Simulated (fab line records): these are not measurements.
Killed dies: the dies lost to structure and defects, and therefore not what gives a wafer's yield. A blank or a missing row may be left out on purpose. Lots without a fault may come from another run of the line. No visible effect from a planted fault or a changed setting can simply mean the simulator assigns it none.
The tool behind it: which one? -- flow n5Finfet -- 12 lots with 36 wafers sampled at 4 steps, on a route of 1938 steps

WHAT EACH GAUGE READ, for each wafer
N5_BEOL_M5_CD_MEAS_18: pitch 56 nm, target cd 28 nm.
lot,measured,on,cdNm (nm)
L076,day 8 05:00,cdSem-02,28.2 28.5 27.7
L078,day 9 04:05,cdSem-03,28.2 28.1 27.7
L079,day 9 07:38,cdSem-02,28.5 28.2 28.4
L081,day 10 01:20,cdSem-02,28.8 28.1 28.3
L082,day 10 08:36,cdSem-02,28.2 28.2 28.3
L085,day 10 17:43,cdSem-01,28.2 27.9 28.0
L088,day 11 10:51,cdSem-01,28.4 28.4 28.0
L090,day 12 02:44,cdSem-01,28.8 28.7 28.1
L089,day 12 03:59,cdSem-01,28.2 28.4 28.0
L093,day 12 22:14,cdSem-03,27.5 28.0 28.0
L094,day 13 08:27,cdSem-03,28.1 28.8 28.8
L097,day 13 21:53,cdSem-02,28.3 27.7 27.9

WHAT TOOL EACH LOT RAN ON (gives the tool, then ch and the chambers of the sampled wafers, and finally the start)
lot,N5_BEOL_M4_SPUTTER_96,N5_BEOL_M5_PECVD_70,N5_BEOL_M5_ETCH_62
L076,"pvdSputter-02, day 7 23:31","pecvd-02 ch 0,2, day 8 02:11","rieDiel-03 ch 1,2,3, day 8 04:20"
L078,"pvdSputter-02, day 8 23:18","pecvd-01 ch 1,2, day 9 02:47","rieDiel-02 ch 2,3, day 9 03:44"
L079,"pvdSputter-01, day 9 02:05","pecvd-03 ch 0,1,2, day 9 05:16","rieDiel-05 ch 1,3, day 9 07:10"
L081,"pvdSputter-03, day 9 21:11","pecvd-01 ch 0,1,2, day 10 00:20","rieDiel-03 ch 2,3, day 10 00:59"
L082,"pvdSputter-02, day 10 02:31","pecvd-03 ch 0,1,2, day 10 06:49","rieDiel-03 ch 0,2, day 10 08:15"
L085,"pvdSputter-01, day 10 13:24","pecvd-01 ch 0,1,2, day 10 16:33","rieDiel-02 ch 2,3, day 10 17:22"
L088,"pvdSputter-03, day 11 06:13","pecvd-03 ch 1,2, day 11 09:07","rieDiel-05 ch 0,2,3, day 11 10:28"
L090,"pvdSputter-02, day 11 20:56","pecvd-01 ch 0,1,2, day 12 00:09","rieDiel-05 ch 1,2, day 12 02:23"
L089,"pvdSputter-01, day 11 22:47","pecvd-02 ch 0,1, day 12 01:57","rieDiel-05 ch 1,3, day 12 03:33"
L093,"pvdSputter-02, day 12 15:56","pecvd-01 ch 0,1,2, day 12 18:41","rieDiel-02 ch 0,2,3, day 12 21:53"
L094,"pvdSputter-02, day 13 04:22","pecvd-03 ch 0,2, day 13 07:09","rieDiel-03 ch 0,1,2, day 13 08:06"
L097,"pvdSputter-02, day 13 17:16","pecvd-01 ch 0,1, day 13 19:56","rieDiel-03 ch 0,1, day 13 21:32"
- N5_BEOL_M4_SPUTTER_96: material Cu, target thk 4.5 nm, time 8.29 s.
- N5_BEOL_M5_PECVD_70: deposits SiO2 from TEOS/O2, target thk 16 nm, time 18 s.
- N5_BEOL_M5_ETCH_62: etches SOC in N2/H2, target depth 75 nm, overetch 15 nm, time 112.5 s.

THE ANSWER, worked out from the rows above alone
Rule: the usual values come from the lots themselves. The widest of any qualifying gaps counts: lots, ordered by their means at a reading, are off when they make up no more than a third of the lots, leave a main group of 4 or more, and stand apart from it by 3 or more times the standard deviation of that group's means. A main group is skipped when, at the precision printed for the reading in the tables above, its means are all equal. Also off: a lot with no number at a reading for which 4 or more lots have one. All remaining lots with rows at the step are treated as sound.
None of the lots is off at any reading shown; this tells nothing.

WHAT THE SIMULATOR HAD PUT IN
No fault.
